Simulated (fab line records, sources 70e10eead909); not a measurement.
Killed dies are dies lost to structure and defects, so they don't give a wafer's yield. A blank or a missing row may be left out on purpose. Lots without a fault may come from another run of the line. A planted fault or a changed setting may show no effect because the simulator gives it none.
fab line records | flow nand_harc
record lots=6 wafers=18 last_day=25
route steps=1159 shown A_CONTACT@898 END@1159
lots that met no fault: from a run of the same line without faults
start_h: hours from the record's first day to the start of the lot's first wafer shown | wait_h: hours since the lot's step before | " the same as in the row above | L1.1+2: a row that stands for several wafers | - no value, or no start given | * or withheld: withheld | < > ~ a bound
route shown NAME@n: a module of which the file shows steps, and the number in the route of the first | usual: mean/standard deviation of fault-free wafers | same: alike in all rows | chamber/n: place in a boat | sites: the reading at each site | _std_site: their standard deviation | _edge_site: outer sites' mean less inner sites' | radius_mm: how far each site lies from the wafer's centre | mask NAME#n: copy n | behind: the tool/chamber that last shaped the wafer | hold: why the lot was held/for how many hours/how that ended | device: the transistor (n, p or np) that didn't switch | end of line: the same wafers' tests at the end of the route | a step without rows: its recipe alone | killed: dies lost to structure and defects at the first sort, not the wafer's yield | map: a wafer's dies, x killed, . not, _ none there
set.NAME: the setting as run; set.NAME@STEP: as run at that earlier step | model.NAME: the simulator's own value behind a step, which no gauge read
lots at some steps of the route; a table a step, a row a wafer
services: from which hour (start_h, from the record's first day; less than 0 if before it) a tool's chamber was out of use, for how many hours, and why
## steps
# step NHARC_A_CONTACT_INSPECT_71
# usual raw_defect_count=32/16
# columns lot.wafer tool chamber start_h wait_h raw_defect_count
L818.1 defect_inspect-02 - 367.15 0.0 24
L818.2 " - " " 22
L818.3 " - " " 32
L821.3 defect_inspect-02 - 382.17 0.0 36
L821.4 " - " " 38
L821.5 " - " " 30
L829.2 defect_inspect-01 - 438.47 0.0 30
L829.4 " - " " 29
L829.5 " - " " 36
L830.3 defect_inspect-01 - 456.22 0.0 13
L830.4 " - " " 14
L830.5 " - " " 10
L840.1 defect_inspect-01 - 511.59 0.0 61
L840.3 " - " " 61
L840.5 " - " " 69
L841.1 defect_inspect-01 - 518.78 0.0 10
L841.3 " - " " 24
L841.6 " - " " 15
# step NHARC_A_CONTACT_DESCUM_74
# recipe time_s=3 o2_flow_sccm=200 ar_flow_sccm=0 bias_power_w=0 chemistry=O2
# step NHARC_A_CONTACT_ETCH_75
# recipe target_depth_a=390 over_etch_frac=0.3 time_s=65 ion_energy_ev=80 cf4_flow_sccm=150 ar_flow_sccm=0 rf_w=300 bias_w=100 chemistry=CF4
# step NHARC_A_CONTACT_ETCH_76
# recipe target_depth_a=2600 over_etch_frac=0.3 time_s=475.3 ion_energy_ev=200 n2_flow_sccm=150 h2_flow_sccm=150 ar_flow_sccm=0 rf_w=400 bias_w=150 chemistry=N2/H2
# step NHARC_A_CONTACT_ETCH_77
# recipe target_depth_a=726 time_s=36.3 cf4_flow_sccm=100 chf3_flow_sccm=30 ar_flow_sccm=0 rf_w=500 bias_w=200 chemistry=CF4/CHF3
# step NHARC_A_CONTACT_ETCH_78
# recipe target_depth_a=28000 over_etch_frac=0.3 time_s=728 ion_energy_ev=150 o2_flow_sccm=400 cos_flow_sccm=20 ar_flow_sccm=0 rf_w=500 bias_w=300 chemistry=O2/COS
# step NHARC_A_CONTACT_ETCH_124
# recipe source_w=withheld pressure_mtorr=20 bias_v=withheld time_s=140 target_depth_a=7000 ar_flow_sccm=withheld c4f8_flow_sccm=withheld o2_flow_sccm=withheld chemistry=C4F8/O2/Ar
# step NHARC_A_CONTACT_ETCH_125
# recipe source_w=withheld pressure_mtorr=20 bias_v=1200 time_s=155 target_depth_a=9560 ar_flow_sccm=withheld c4f8_flow_sccm=withheld o2_flow_sccm=withheld chemistry=C4F8/O2/Ar
# usual oes_air_line_au=0.999/0.022
# columns lot.wafer tool chamber start_h wait_h oes_air_line_au rf_hours_counter_h
L818.1 har_cap_etch-01 0 368.56 0.2 0.989 57
L818.2 " 1 " " 1.002 57
L818.3 " 0 " " 0.990 -
L821.3 har_cap_etch-03 0 383.61 0.1 0.997 -
L821.4 " 1 " " 0.988 -
L821.5 " 1 " " 1.020 -
L829.2 har_cap_etch-03 0 440.15 0.2 1.009 92
L829.4 " 0 " " 1.026 -
L829.5 " 0 " " 0.980 -
L830.4 har_cap_etch-03 0 458.24 0.1 0.977 -
L830.3 " 1 " " 0.973 -
L830.5 " 1 " " 0.988 -
L840.1 har_cap_etch-02 1 513.09 0.2 0.975 33
L840.3 " 0 " " 0.995 -
L840.5 " 0 " " 0.997 -
L841.1 har_cap_etch-02 1 520.25 0.2 0.975 34
L841.3 " 1 " " 1.021 -
L841.6 " 1 " " 0.974 -
# step NHARC_A_CONTACT_ETCH_126
# recipe source_w=withheld pressure_mtorr=20 bias_v=1200 time_s=155 target_depth_a=9560 ar_flow_sccm=withheld c4f8_flow_sccm=withheld o2_flow_sccm=withheld chemistry=C4F8/O2/Ar
# step NHARC_A_CONTACT_ETCH_127
# recipe source_w=withheld pressure_mtorr=20 bias_v=1200 time_s=155 target_depth_a=9560 ar_flow_sccm=withheld c4f8_flow_sccm=withheld o2_flow_sccm=withheld chemistry=C4F8/O2/Ar
# step NHARC_A_CONTACT_ETCH_128
# recipe source_w=withheld pressure_mtorr=20 bias_v=1200 time_s=155 target_depth_a=9560 ar_flow_sccm=withheld c4f8_flow_sccm=withheld o2_flow_sccm=withheld chemistry=C4F8/O2/Ar
# step NHARC_A_CONTACT_ETCH_129
# recipe source_w=withheld pressure_mtorr=20 bias_v=1200 time_s=155 target_depth_a=9560 ar_flow_sccm=withheld c4f8_flow_sccm=withheld o2_flow_sccm=withheld chemistry=C4F8/O2/Ar
# step NHARC_A_CONTACT_ETCH_130
# recipe source_w=withheld pressure_mtorr=20 bias_v=1200 time_s=155 target_depth_a=9560 ar_flow_sccm=withheld c4f8_flow_sccm=withheld o2_flow_sccm=withheld chemistry=C4F8/O2/Ar
# usual oes_air_line_au=1.003/0.02
# columns lot.wafer tool chamber start_h wait_h oes_air_line_au rf_hours_counter_h
L818.1 har_cap_etch-01 0 369.27 0.1 1.014 57
L818.2 " 1 " " 1.001 57
L818.3 " 0 " " 0.979 -
L821.3 har_cap_etch-03 0 384.31 0.1 1.000 -
L821.4 " 1 " " 0.998 -
L821.5 " 1 " " 0.971 -
L829.2 har_cap_etch-03 0 441.10 0.2 1.008 93
L829.4 " 0 " " 0.987 -
L829.5 " 0 " " 1.003 -
L830.4 har_cap_etch-03 0 458.95 0.1 0.992 -
L830.3 " 1 " " 0.972 -
L830.5 " 1 " " 0.967 -
L840.1 har_cap_etch-02 1 513.80 0.1 0.992 34
L840.3 " 0 " " 0.976 -
L840.5 " 0 " " 0.976 -
L841.1 har_cap_etch-02 1 520.95 0.1 0.974 35
L841.3 " 1 " " 0.972 -
L841.6 " 1 " " 0.980 -
# step NHARC_A_CONTACT_ETCH_131
# recipe source_w=withheld pressure_mtorr=20 bias_v=1200 time_s=155 target_depth_a=9560 ar_flow_sccm=withheld c4f8_flow_sccm=withheld o2_flow_sccm=withheld chemistry=C4F8/O2/Ar
# step NHARC_A_CONTACT_ETCH_132
# recipe source_w=withheld pressure_mtorr=20 bias_v=1200 time_s=156 target_depth_a=9580 ar_flow_sccm=withheld c4f8_flow_sccm=withheld o2_flow_sccm=withheld chemistry=C4F8/O2/Ar
# usual oes_air_line_au=1.002/0.019
# columns lot.wafer tool chamber start_h wait_h oes_air_line_au rf_hours_counter_h
L818.1 har_cap_etch-01 0 369.55 0.1 0.971 57
L818.2 " 1 " " 1.012 57
L818.3 " 0 " " 0.984 -
L821.3 har_cap_etch-03 0 384.60 0.1 0.985 -
L821.4 " 1 " " 1.015 -
L821.5 " 1 " " 1.023 -
L829.2 har_cap_etch-03 0 441.48 0.2 1.010 93
L829.4 " 0 " " 0.984 -
L829.5 " 0 " " 0.986 -
L830.4 har_cap_etch-03 0 459.23 0.1 0.980 -
L830.3 " 1 " " 0.975 -
L830.5 " 1 " " 0.966 -
L840.1 har_cap_etch-02 1 514.09 0.1 1.008 34
L840.3 " 0 " " 1.017 -
L840.5 " 0 " " 1.007 -
L841.1 har_cap_etch-02 1 521.24 0.1 0.997 35
L841.3 " 1 " " 0.981 -
L841.6 " 1 " " 1.026 -
# step NHARC_A_CONTACT_ETCH_133
# recipe source_w=withheld pressure_mtorr=20 bias_v=400 time_s=195 target_depth_a=8400 ar_flow_sccm=withheld c4f8_flow_sccm=11.5 o2_flow_sccm=7.2 chemistry=C4F8/O2/Ar
# usual oes_air_line_au=1.002/0.022
# columns lot.wafer tool chamber start_h wait_h oes_air_line_au rf_hours_counter_h
L818.1 har_cap_etch-01 0 369.70 0.1 1.017 58
L818.2 " 1 " " 0.985 58
L818.3 " 0 " " 1.015 -
L821.3 har_cap_etch-03 0 384.79 0.2 1.015 -
L821.4 " 1 " " 0.984 -
L821.5 " 1 " " 0.959 -
L829.2 har_cap_etch-03 0 441.70 0.2 1.004 93
L829.4 " 0 " " 1.019 -
L829.5 " 0 " " 1.001 -
L830.4 har_cap_etch-03 0 459.42 0.2 1.040 -
L830.3 " 1 " " 1.006 -
L830.5 " 1 " " 1.020 -
L840.1 har_cap_etch-02 1 514.23 0.1 1.024 34
L840.3 " 0 " " 0.982 -
L840.5 " 0 " " 0.991 -
L841.1 har_cap_etch-02 1 521.40 0.1 1.016 35
L841.3 " 1 " " 0.992 -
L841.6 " 1 " " 0.981 -
# step NHARC_A_CONTACT_ETCH_91
# recipe target_depth_a=400 over_etch_frac=0.5 time_s=85.7 ion_energy_ev=120 ch3f_flow_sccm=50 o2_flow_sccm=30 ar_flow_sccm=200 rf_w=500 bias_w=100 chemistry=CH3F/O2
# step NHARC_A_CONTACT_ETCH_97
# recipe target_depth_a=200 over_etch_frac=0.5 time_s=10 ion_energy_ev=250 c4f6_flow_sccm=25 o2_flow_sccm=20 ar_flow_sccm=500 rf_w=600 bias_w=500 chemistry=C4F6/O2
# usual drypump_motor_current_A=5.9/0.45 o2_flow_sccm=20.00/0.057 oes_product_au=0.966/0.026 rf_vpp_V=548/3.8 showerhead_plenum_p_Torr=3.96/0.18 throttle_valve_pct=26.904/0.0096
# columns lot.wafer tool chamber start_h wait_h drypump_motor_current_A o2_flow_sccm oes_product_au rf_hours_counter_h rf_vpp_V showerhead_plenum_p_Torr throttle_valve_pct
L818.2 rie_diel-01 2 - - 5.5 20.02 0.999 9 543 3.71 26.899
L818.1 " 3 " " 5.6 20.03 0.998 9 551 4.08 26.901
L818.3 " 0 " " 5.3 19.98 0.993 8 549 4.01 26.903
L821.4 rie_diel-04 1 - - 6.2 19.90 0.957 39 553 4.20 26.912
L821.3 " 0 " " 6.0 20.02 0.968 36 547 3.98 26.908
L821.5 " 2 " " 5.7 20.01 0.965 - 541 3.65 26.916
L829.2 rie_diel-01 2 442.46 0.1 5.6 20.01 0.938 24 542 3.70 26.896
L829.5 " 0 " " 5.3 19.97 0.943 - 549 4.00 26.905
L829.4 " 1 " " 5.7 20.06 0.952 - 551 4.04 26.930
L830.3 rie_diel-01 1 460.08 0.2 5.7 20.06 0.991 26 549 4.04 26.918
L830.4 " 1 " " 5.7 20.03 0.994 - 548 4.04 26.914
L830.5 " 2 " " 5.5 20.06 0.983 - 540 3.70 26.905
L840.1 rie_diel-04 3 - - 6.1 20.07 0.955 14 550 4.06 26.901
L840.3 " 2 " " 5.6 19.98 0.958 15 553 4.22 26.911
L840.5 " 3 " " 6.1 20.09 0.957 - 551 4.06 26.889
L841.3 rie_diel-03 3 522.09 0.2 6.4 19.91 0.953 49 549 4.06 26.898
L841.1 " 1 " " 6.4 20.08 0.953 52 541 3.66 26.901
L841.6 " 3 " " 6.4 19.88 0.961 - 549 4.06 26.910
# step NHARC_A_CONTACT_CD_MEAS_80
# usual cd_nm=189.6/0.72
# columns lot.wafer tool chamber start_h wait_h cd_nm
L818.1 cd_sem-01 - 370.48 - 189.1
L818.2 " - " " 189.6
L818.3 " - " " 189.0
L821.3 cd_sem-01 - 385.50 - 189.9
L821.4 " - " " 189.7
L821.5 " - " " 189.9
L829.2 cd_sem-02 - 442.55 - 191.2
L829.4 " - " " 190.9
L829.5 " - " " 191.0
L830.3 cd_sem-01 - 460.17 - 190.0
L830.4 " - " " 189.5
L830.5 " - " " 189.6
L840.1 cd_sem-01 - 515.02 - 189.7
L840.3 " - " " 189.4
L840.5 " - " " 189.4
L841.1 cd_sem-03 - 522.17 - 189.6
L841.3 " - " " 189.4
L841.6 " - " " 188.9
# step NHARC_A_CONTACT_STRIP_103
# recipe n2_flow_sccm=150 h2_flow_sccm=150 ar_flow_sccm=0 bias_w=0 chemistry=N2/H2
# step NHARC_A_CONTACT_STRIP_104
# recipe cf4_flow_sccm=100 chf3_flow_sccm=30 ar_flow_sccm=0 bias_w=0 chemistry=CF4/CHF3
# step NHARC_A_CONTACT_STRIP_105
# recipe o2_flow_sccm=400 cos_flow_sccm=20 ar_flow_sccm=0 bias_w=0 chemistry=O2/COS
# step NHARC_A_CONTACT_ETCH_106
# recipe target_depth_a=600 overetch_a=60 time_s=33 ion_energy_ev=100 cf4_flow_sccm=80 o2_flow_sccm=20 ar_flow_sccm=0 rf_w=300 bias_w=100 chemistry=CF4/O2
# step NHARC_A_CONTACT_STRIP_82
# recipe o2_flow_sccm=500 ar_flow_sccm=0 bias_w=0 chemistry=O2
# step NHARC_A_CONTACT_STRIP_83
# recipe time_s=600 temp_c=30 chemistry=post_etch_residue_remover
# step NHARC_A_CONTACT_DEP_84
# recipe target_thk_a=20000 temp_c=400 material=aC
# usual throttle_valve_pct=35.001/0.0086
# columns lot.wafer tool chamber start_h wait_h throttle_valve_pct
L818.1 acl_dep-03 0 375.11 - 34.999
L818.2 " 0 " " 34.991
L818.3 " 0 " " 35.014
L821.3 acl_dep-01 0 387.37 - 35.001
L821.4 " 0 " " 35.009
L821.5 " 0 " " 35.004
L829.2 acl_dep-01 0 443.88 - 35.016
L829.4 " 0 " " 35.008
L829.5 " 0 " " 34.996
L830.3 acl_dep-02 0 461.52 - 34.997
L830.4 " 0 " " 35.003
L830.5 " 0 " " 35.007
L840.1 acl_dep-01 0 519.97 - 35.001
L840.3 " 0 " " 35.013
L840.5 " 0 " " 34.995
L841.1 acl_dep-01 0 525.36 - 34.996
L841.3 " 0 " " 34.992
L841.6 " 0 " " 35.009
# step NHARC_A_CONTACT_DEP_85
# recipe target_thk_a=500 target_thk_nm=50 temp_c=400 pressure_torr=3.5 flow_sccm=200 rf_w=350 material=SiON
# step NHARC_A_CONTACT_DEHYDRATE_00
# recipe temp_c=150 time_s=120
# step NHARC_A_CONTACT_HMDS_01
# recipe time_s=30
# step NHARC_A_CONTACT_COAT_86
# recipe temp_c=260 time_s=75
# step NHARC_A_CONTACT_COAT_87
# recipe temp_c=225 time_s=65
# step NHARC_A_CONTACT_COAT_02
# recipe spin_rpm=1500 resist_thk_nm=90
# step NHARC_A_CONTACT_SOFTBAKE_03
# recipe temp_c=105 time_s=55
# step NHARC_A_CONTACT_EBR_04
# step NHARC_A_CONTACT_EXPOSE_05
# recipe na=1.35 sigma_outer=0.8 dose_mj=84.24 mask_id=A_CC
# step NHARC_A_CONTACT_PEB_06
# recipe peb_temp_c=100 peb_time_s=65
# step NHARC_A_CONTACT_DEVELOP_07
# recipe develop_time_s=35 dev_temp_c=23
# step NHARC_A_CONTACT_CD_MEAS_08
# recipe target_cd_nm=100 landing_energy_ev=500
# usual cd_nm=100.0/0.33
# same landing_energy_ev=500
# columns lot.wafer tool chamber start_h wait_h cd_nm
L818.1 cd_sem-03 0 377.10 - 100.7
L818.2 " 0 " " 100.4
L818.3 " 0 " " 100.1
L821.3 cd_sem-02 0 389.38 - 100.0
L821.4 " 0 " " 99.9
L821.5 " 0 " " 100.8
L829.2 cd_sem-01 0 445.55 - 100.3
L829.4 " 0 " " 99.4
L829.5 " 0 " " 100.1
L830.3 cd_sem-01 0 463.09 - 99.4
L830.4 " 0 " " 100.1
L830.5 " 0 " " 100.1
L840.1 cd_sem-02 0 522.15 - 100.6
L840.3 " 0 " " 99.9
L840.5 " 0 " " 99.6
L841.1 cd_sem-02 0 527.41 - 99.8
L841.3 " 0 " " 100.0
L841.6 " 0 " " 99.6
# step NHARC_A_CONTACT_OVL_MEAS_09
# usual overlay_x_nm=0.2/0.76 overlay_y_nm=0.3/0.94
# columns lot.wafer tool chamber start_h wait_h overlay_x_nm overlay_y_nm
L818.1 overlay-01 - 377.19 - -1.0 1.6
L818.2 " - " " -0.5 1.5
L818.3 " - " " -1.0 1.1
L821.3 overlay-01 - 389.46 - 0.8 0.8
L821.4 " - " " 1.0 1.2
L821.5 " - " " 1.1 0.5
L829.2 overlay-02 - 445.65 - -0.2 -0.2
L829.4 " - " " -0.5 -0.2
L829.5 " - " " -0.9 -0.4
L830.3 overlay-01 - 463.18 - 0.2 0.5
L830.4 " - " " 0.2 0.4
L830.5 " - " " -0.2 0.5
L840.1 overlay-02 - 522.23 - 0.0 -0.6
L840.3 " - " " -0.1 0.1
L840.5 " - " " -0.3 0.0
L841.1 overlay-02 - 527.49 - 0.0 -0.5
L841.3 " - " " -1.4 -0.8
L841.6 " - " " -0.9 -0.4
# step NHARC_A_CONTACT_DESCUM_13
# recipe time_s=3 o2_flow_sccm=200 ar_flow_sccm=0 bias_power_w=0 chemistry=O2
# step NHARC_A_CONTACT_ETCH_88
# recipe target_depth_a=390 over_etch_frac=0.3 time_s=65 ion_energy_ev=80 cf4_flow_sccm=150 ar_flow_sccm=0 rf_w=300 bias_w=100 chemistry=CF4
# step NHARC_END_SORT_01
# recipe temp_c=25
# usual killed_at_array=27/11 killed_at_other=0.8/1.1 killed_at_periphery=2.8/1.9 killed_dies=30/11 killed_open=3.3/1.8 killed_short=2.3/1.5
# same gross_dies=677
# columns lot.wafer tool chamber start_h wait_h killed_at_array killed_at_other killed_at_periphery killed_dies killed_open killed_short
L829.2 prober-01 0 504.25 2.8 86 3 4 93 3 2
L829.4 prober-01 0 505.85 3.4 89 0 1 90 0 2
L829.5 prober-01 0 506.64 3.7 91 1 1 93 5 2
L830.3 prober-02 0 519.89 3.1 13 0 2 15 2 2
L830.4 prober-02 0 520.71 3.5 80 1 1 82 2 0
L830.5 prober-02 0 521.54 3.8 19 0 3 22 2 6
L840.3 prober-01 0 574.09 3.1 28 2 3 33 3 2
# killed by level:class
L829.2 A_CONTACT:unspecified=66 A_CHANNEL_HOLE_D1:chamber_film_flake=11 A_STAIRCASE:chamber_film_flake=6 THIN_TSV:chamber_film_flake=2 P_STI:geometric_particle:short=1 P_CONTACT:geometric_particle:open=1 P_M0:geometric_particle:open=1 A_STAIRCASE:geometric_particle:open=1
L829.4 A_CONTACT:unspecified=67 A_CHANNEL_HOLE_D1:chamber_film_flake=19 P_STI:geometric_particle:short=1 A_WL_FILL:geometric_particle:short=1 A_STAIRCASE:chamber_film_flake=1 A_CONTACT:chamber_film_flake=1
L829.5 A_CONTACT:unspecified=64 A_CHANNEL_HOLE_D1:chamber_film_flake=14 A_WL_FILL:chamber_film_flake=4 A_WL_FILL:geometric_particle:short=2 A_STAIRCASE:chamber_film_flake=2 P_CONTACT:geometric_particle:open=1 A_ONON_D1:geometric_particle:open=1 A_SGD_CUT:geometric_particle:open=1
L830.3 A_STAIRCASE:chamber_film_flake=4 A_CHANNEL_HOLE_D1:chamber_film_flake=3 A_CONTACT:chamber_film_flake=3 P_M0:geometric_particle:open=1 A_CHANNEL_FILL_D1:geometric_particle:short=1 A_CONTACT:geometric_particle:open=1 A_M0:geometric_particle:short=1 P_GATE:chamber_film_flake=1
L830.4 A_CONTACT:unspecified=68 A_CONTACT:chamber_film_flake=4 A_STAIRCASE:chamber_film_flake=3 A_CHANNEL_HOLE_D1:chamber_film_flake=2 P_M0:geometric_particle:open=1 A_BLC:geometric_particle:open=1 A_ZERO_WELL:chamber_film_flake=1 A_SLIT:chamber_film_flake=1
L830.5 A_CONTACT:chamber_film_flake=8 A_CHANNEL_HOLE_D1:chamber_film_flake=5 P_CONTACT:geometric_particle:short=2 P_CONTACT:geometric_particle:open=1 A_ONON_D1:geometric_particle:short=1 A_CHANNEL_HOLE_D1:geometric_particle:short=1 A_CHANNEL_FILL_D1:geometric_particle:short=1 A_WL_FILL:geometric_particle:short=1
L840.3 A_CHANNEL_HOLE_D1:chamber_film_flake=12 A_SLIT:chamber_film_flake=6 A_STAIRCASE:chamber_film_flake=4 P_M0:geometric_particle:open=2 A_CONTACT:chamber_film_flake=2 A_ONON_D1:geometric_particle:open=1 A_CHANNEL_HOLE_D1:geometric_particle:short=1 P_ZERO_WELL:chamber_film_flake=1
# map L829.2 (x killed, . not)
____________.____________
_________....xx._________
_______......xx..._______
______.......x.....______
_____......x........_____
____.................____
____.................____
___.......x...........___
___...................___
__.................x...__
__.x...................__
_xxxxx.................._
_xxxxx.........x........_
_xxxxxx................._
_xxxxx.x................_
_xxxxx.x........x......._
xxxxxx...................
xxxxxx.x...........x.....
xxxxxx............x......
xxxxx.x..................
xxxxxx.x.................
_xxxxx.................._
_x.xx..................._
_x.x..x................._
_.xx.x.................._
_...x..................._
__...x.................__
__.....................__
___................x..___
___...................___
____.................____
____.....x...........____
_____....x.........._____
______...........x.______
_______..........._______
_________......._________
____________.____________
# map L830.4 (x killed, . not)
____________.____________
_________......._________
_______....x......_______
______.............______
_____..............._____
____.................____
____.......x.........____
___...................___
___...................___
__.....................__
__x....................__
_x.xxxx.x..............._
_xxxxx.................._
_xxxxxx................._
_xxxxxx.........x......._
_xxxxxxxx..............._
xxxxxxxx......x..........
xxxxxxx..................
xxxxxxx............x.....
xxxxxx...................
.xxxxx............x.x....
_xxx.x.................._
_.xx...................._
_......................._
_......................._
_......................._
__.....................__
__.....................__
___...x...............___
___...................___
____.................____
____.................____
_____x.............x_____
______.............______
_______..........x_______
_________......._________
____________.____________
## services
# columns tool chamber start_h hours kind
rie_diel-01 0 348.33 - clean
rie_diel-01 1 348.33 - clean
rie_diel-01 2 348.33 - clean
rie_diel-01 3 348.33 - clean
acl_dep-02 - 349.24 13.0 pm
rie_diel-01 0 372.83 - clean
rie_diel-01 1 372.83 - clean
rie_diel-01 2 372.83 - clean
rie_diel-01 3 372.83 - clean
rie_diel-03 - 392.45 9.0 pm
rie_diel-01 0 397.36 - clean
rie_diel-01 1 397.36 - clean
rie_diel-01 2 397.36 - clean
rie_diel-01 3 397.36 - clean
acl_dep-03 - 406.13 13.0 pm
har_cap_etch-01 - 436.51 0.9 repair
rie_diel-01 3 442.07 24.2 repair
rie_diel-03 0 444.31 9.1 repair
rie_diel-04 3 455.70 2.4 repair
rie_diel-04 - 466.30 9.0 pm
rie_diel-03 2 466.36 3.2 repair
acl_dep-01 - 477.18 13.0 pm
rie_diel-01 - 491.83 9.0 pm
rie_diel-03 0 509.33 26.2 repair
## key
first_sign step=NHARC_END_SORT_01 reading=killed_at_array direction=up sigmas=5.5 usual=27 struck=86
effect step=NHARC_END_SORT_01 reading=killed_dies direction=up sigmas=5.4 usual=30 struck=90
more_kills_born_at NHARC_A_CONTACT_ETCH_130@har_cap_etch-03=261
met_at NHARC_A_CONTACT_ETCH_130
struck_wafers L829.2,L829.4,L829.5,L830.4
tester_left_out L829,L830
onset_between 384.31 441.10
fault kind=chamber_particle_source tool=har_cap_etch-03 chamber=0 onset_h=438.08 steps=NHARC_A_CONTACT_ETCH_130 rate_per_visit_cm2=0.89286 end_h=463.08
# tester_left_out: of these lots the tester's yield and bins aren't shown, on N5 and GAA mostly nor the transistor test; their killed dies are dies lost to structure and defects alone, not to doping, threshold or leakage, so they don't give the yield
